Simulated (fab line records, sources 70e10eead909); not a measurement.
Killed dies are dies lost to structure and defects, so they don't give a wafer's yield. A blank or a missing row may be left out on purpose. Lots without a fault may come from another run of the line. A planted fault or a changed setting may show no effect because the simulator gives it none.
Tool commonality check | flow nand_harc | 3 lots, 9 wafers sampled

WHY IT WAS OPENED
At NHARC_END_SORT_01 the reading killed_at_array is flagged on 3 of 3 lots. Wafers without a fault read 28, standard deviation 11.
Rule: a lot is flagged when every wafer of it that has a number lies more than 4 standard deviations from that mean, or none has a number. The other lots count as sound.

lot  | measured     | on        | killed_at_array, wafer by wafer | flag
L959 | day 25 23:12 | prober-02 | 674 671 674                     | FLAGGED
L957 | day 26 03:54 | prober-01 | 668 672 667                     | FLAGGED
L960 | day 26 09:20 | prober-01 | 675 668 669                     | FLAGGED
The numbers of the flagged lots are 671 on average: +643 against the usual, or +58 standard deviations.

WHICH TOOL RAN EACH LOT
The record holds 4 process steps before the reading, out of a route of 1159 steps. In each cell: the tool, then ch and the chambers that the sampled wafers went through, then the start.
lot  | flag    | NHARC_A_STAIRCASE_STRIP_295                   | NHARC_A_STAIRCASE_DESCUM_312       | NHARC_A_STAIRCASE_HM_OPEN_463                 | NHARC_A_STAIRCASE_DEP_151
L959 | FLAGGED | rie_diel-13 ch 0,1,3, day 15 16:21 or earlier | rie_diel-11 ch 0,1,2, day 15 16:21 | rie_diel-11 ch 2,3, day 16 08:45 or earlier   | pecvd-01 ch 0,1,2, day 16 08:45
L957 | FLAGGED | rie_diel-13 ch 2,3, day 15 10:39 or earlier   | rie_diel-13 ch 0,1, day 15 10:39   | rie_diel-13 ch 0,1, day 16 03:49 or earlier   | pecvd-02 ch 0,1,2, day 16 03:49
L960 | FLAGGED | rie_diel-09 ch 2,3, day 15 17:37 or earlier   | rie_diel-13 ch 0,1, day 15 17:37   | rie_diel-13 ch 0,1,3, day 16 08:45 or earlier | pecvd-03 ch 0,1, day 16 08:45
What these steps do:
- NHARC_A_STAIRCASE_STRIP_295: strips in O2.
- NHARC_A_STAIRCASE_DESCUM_312: chemistry O2, time 3 s.
- NHARC_A_STAIRCASE_HM_OPEN_463: chemistry O2/COS.
- NHARC_A_STAIRCASE_DEP_151: deposits SiO2, target thk 3800 nm.
- NHARC_END_SORT_01

FLAGGED OVER TOTAL, TOOL BY TOOL (the gauges that took the reading come last)
step                          | tool        | lots run | flagged | share of the flagged lots | sound lots run after its first flagged lot
NHARC_A_STAIRCASE_STRIP_295   | rie_diel-09 | 1        | 1       | some                      | 0
NHARC_A_STAIRCASE_STRIP_295   | rie_diel-13 | 2        | 2       | some                      | 0
NHARC_A_STAIRCASE_DESCUM_312  | rie_diel-11 | 1        | 1       | some                      | 0
NHARC_A_STAIRCASE_DESCUM_312  | rie_diel-13 | 2        | 2       | some                      | 0
NHARC_A_STAIRCASE_HM_OPEN_463 | rie_diel-11 | 1        | 1       | some                      | 0
NHARC_A_STAIRCASE_HM_OPEN_463 | rie_diel-13 | 2        | 2       | some                      | 0
NHARC_A_STAIRCASE_DEP_151     | pecvd-01    | 1        | 1       | some                      | 0
NHARC_A_STAIRCASE_DEP_151     | pecvd-02    | 1        | 1       | some                      | 0
NHARC_A_STAIRCASE_DEP_151     | pecvd-03    | 1        | 1       | some                      | 0
NHARC_END_SORT_01             | prober-01   | 2        | 2       | some                      | 0
NHARC_END_SORT_01             | prober-02   | 1        | 1       | some                      | 0
NHARC_A_STAIRCASE_STRIP_295 gives no start for some lots, so the hours and the order of its lots are those of NHARC_A_STAIRCASE_DESCUM_312. NHARC_A_STAIRCASE_HM_OPEN_463 gives no start for some lots, so the hours and the order of its lots are those of NHARC_A_STAIRCASE_DEP_151.

WHAT THE TABLE ALLOWS
No row of the table ran every flagged lot.

WHAT THE SIMULATOR HAD PUT IN
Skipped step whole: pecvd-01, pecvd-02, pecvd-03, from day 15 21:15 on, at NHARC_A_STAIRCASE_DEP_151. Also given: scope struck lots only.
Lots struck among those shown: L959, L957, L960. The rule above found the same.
